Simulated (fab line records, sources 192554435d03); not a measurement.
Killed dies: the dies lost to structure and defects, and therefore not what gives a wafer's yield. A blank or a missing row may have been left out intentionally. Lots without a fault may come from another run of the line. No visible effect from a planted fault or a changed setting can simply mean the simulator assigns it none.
Problem report, 8D (eight disciplines) form, completed by code :: flow n5 finfet :: the parts of the form that need people (team, actions taken, sign-off) are left out

== 1. THE ISSUE ==
killed at front end at N5_PASSIVATION_PROBE_49 reads a mean of 124 on 6 wafers of 2 lots; wafers without a fault read 39 with a standard deviation of 11. That is +7.7 standard deviations from the usual mean.
Earliest sighting: wafer L946.3 on prober-02 at day 14 12:31. Wafers with a number at this step in the record: 15, from 5 lots. Rule for "out" (also "out of limits"): further than 4 standard deviations from the usual mean. All remaining wafers that have a number are taken as sound.

== 2. WHAT THIS IS AND IS NOT ==
question: which readings at this step
is: killed at front end, sort_bin_5_function
is not: killed_at_M0_to_M3, killed_at_M4_up, killed at other, killed short, sort_bin_4_leakage, sort_bin_8_speed

question: which lots
is: L946, L949
is not: L953, L958, L959

question: which wafers of those lots
is: all that have a number
is not: -

question: read on which tools
is: prober-02
is not: prober-01

question: when
is: from day 14 12:31
is not: up to then (0 sound wafers); but 9 sound wafers of L953, L958, L959 came after

== 3. SUSPECTS, AND WHAT RULES EACH OUT ==
Counting: a tool stays on the suspect list if, at a process step up to the reading, it processed all lots that are out and no sound lot following the first of them.
- plasma asher-02 at N5_HKMG_FIN_STRIP_88 (strips in N2/H2, time 360 s): ruled out as a lasting fault. After its first lot that is out, L946 (day 6 08:53), sound lots L958, L959 ran on it.
- pvd sputter-01 at N5_PASSIVATION_PRE_CLEAN_19: ruled out as a lasting fault. After its first lot that is out, L946 (day 14 06:36), sound lots L958 ran on it.
- prober-02 at N5_PASSIVATION_PROBE_49: ruled out as a lasting fault. After its first lot that is out, L946 (day 14 12:31), sound lots L958 ran on it.
Left after counting: nothing in the record.

== 4. THE CAUSE (what the simulator had put in) ==
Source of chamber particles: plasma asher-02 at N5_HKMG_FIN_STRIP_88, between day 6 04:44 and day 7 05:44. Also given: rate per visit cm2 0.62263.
Counting ruled it out, wrongly: the rule takes a fault to strike every lot that its tool runs from its start on, and this one did not.

== 5. THE EFFECT CHAIN, in route order ==
Each row: a reading whose mean over the struck wafers that have a number lies more than 3 standard deviations from the usual. Only readings for which the record gives a usual standard deviation are gone through. hours: the time from each lot's start at the first step in this table that gives one to its start at this step, as a median over the lots. sigmas: the change in usual standard deviations.
hours: 0
step: N5_PASSIVATION_PROBE_49
reading: defect limited yield
usual: 91.1 %
on struck wafers: 83.6
change: -7.5
sigmas: -5.0

hours: 0
step: N5_PASSIVATION_PROBE_49
reading: killed at front end
usual: 39
on struck wafers: 124
change: +85
sigmas: +7.7

hours: 0
step: N5_PASSIVATION_PROBE_49
reading: killed dies
usual: 105
on struck wafers: 194
change: +89
sigmas: +4.9

hours: 0
step: N5_PASSIVATION_PROBE_49
reading: killed on rim
usual: 14
on struck wafers: 28
change: +14
sigmas: +3.7

hours: 0
step: N5_PASSIVATION_PROBE_49
reading: sort_bin_5_function
usual: 5.1 %
on struck wafers: 10.2
change: +5.2
sigmas: +5.6

hours: 0
step: N5_PASSIVATION_PROBE_49
reading: sort n pass
usual: 1075
on struck wafers: 986
change: -89
sigmas: -4.9

hours: 0
step: N5_PASSIVATION_PROBE_49
reading: sort yield pct
usual: 91.1 %
on struck wafers: 83.6
change: -7.5
sigmas: -5.0
The process steps in it:
- N5_PASSIVATION_PROBE_49

== 6. HOW IT WOULD HAVE BEEN CAUGHT EARLIER ==
In this record no reading fell out of limits until day 14 12:31, 200 hours after the fault had begun at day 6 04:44.
No tool reading at N5_HKMG_FIN_STRIP_88 that has a usual standard deviation in the record was out on any struck wafer, so an alarm limit of 4 standard deviations on those readings would not have fired.
